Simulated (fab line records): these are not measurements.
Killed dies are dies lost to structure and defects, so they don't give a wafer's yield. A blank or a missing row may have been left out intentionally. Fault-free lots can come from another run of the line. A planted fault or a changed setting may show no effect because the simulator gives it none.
Matching of chambers | flow n5Finfet | rieDiel-04 running N5_HKMG_FIN_ETCH_55: 4 sister chambers
The step etches SOC in N2/H2, target depth 240 nm, time 300 s. 18 wafers are shown with their chamber, then 9 later ones without.

WAFERS PAIRED WITH THEIR CHAMBERS
wafer  | chamber | drypumpMotorCurrentA (A) | showerheadPlenumPTorr (Torr) | throttleValvePct (%)
L074.2 | 2       | 5.8                      | 2.60                         | 17.98
L074.3 | 1       | 6.0                      | 2.64                         | 17.58
L074.6 | 3       | 5.8                      | 2.44                         | 17.80
L077.1 | 3       | 5.8                      | 2.44                         | 17.81
L077.5 | 3       | 5.8                      | 2.44                         | 17.81
L077.6 | 0       | 4.8                      | 2.57                         | 17.59
L080.3 | 3       | 5.8                      | 2.43                         | 17.83
L080.4 | 3       | 5.8                      | 2.43                         | 17.83
L080.5 | 0       | 4.8                      | 2.57                         | 17.60
L082.1 | 3       | 5.7                      | 2.43                         | 17.85
L082.2 | 1       | 6.0                      | 2.64                         | 17.62
L082.5 | 1       | 6.0                      | 2.64                         | 17.61
L085.3 | 0       | 4.8                      | 2.57                         | 17.61
L085.4 | 1       | 5.9                      | 2.64                         | 17.62
L085.5 | 3       | 5.8                      | 2.43                         | 17.86
L087.1 | 3       | 5.8                      | 2.42                         | 17.86
L087.2 | 1       | 5.9                      | 2.63                         | 17.63
L087.3 | 2       | 5.8                      | 2.59                         | 18.05

SIGNATURES (means of the wafers above)
reading               | chamber 0 | chamber 1 | chamber 2 | chamber 3 | scatter within a chamber
drypumpMotorCurrentA  | 4.800     | 5.960     | 5.800     | 5.787     | 0.0385
showerheadPlenumPTorr | 2.5700    | 2.6380    | 2.5950    | 2.4325    | 0.00586
throttleValvePct      | 17.6000   | 17.6120   | 18.0150   | 17.8313   | 0.0239
Rule: distance of a wafer from a chamber = root of the sum over the readings of ((wafer's reading minus chamber's mean) / reading's scatter) squared. The wafer belongs to the nearest chamber; if the next one is less than 2 further off, it can't be placed. The scatter: the root of (the sum of the squares of (reading less its chamber's mean) over the shown wafers, divided by (wafers less chambers)).

WAFERS WHOSE CHAMBER IS MISSING
wafer  | drypumpMotorCurrentA (A) | showerheadPlenumPTorr (Torr) | throttleValvePct (%)
L090.3 | 5.8                      | 2.42                         | 17.88
L090.4 | 5.8                      | 2.59                         | 18.05
L090.6 | 4.7                      | 2.56                         | 17.62
L094.2 | 4.7                      | 2.56                         | 17.65
L094.3 | 5.9                      | 2.63                         | 17.66
L094.6 | 5.8                      | 2.58                         | 18.09
L096.1 | 5.9                      | 2.63                         | 17.66
L096.3 | 5.8                      | 2.58                         | 18.08
L096.5 | 5.9                      | 2.62                         | 17.68

CHAMBER TAKEN BY EACH
wafer  | from the rows above | in truth
L090.3 | 3                   | 3
L090.4 | 2                   | 2
L090.6 | 0                   | 0
L094.2 | 0                   | 0
L094.3 | 1                   | 1
L094.6 | 2                   | 2
L096.1 | 1                   | 1
L096.3 | 2                   | 2
L096.5 | 1                   | 1
Correct placement for 9 of the 9. Not placeable from these rows: 0. Wrongly placed: 0.
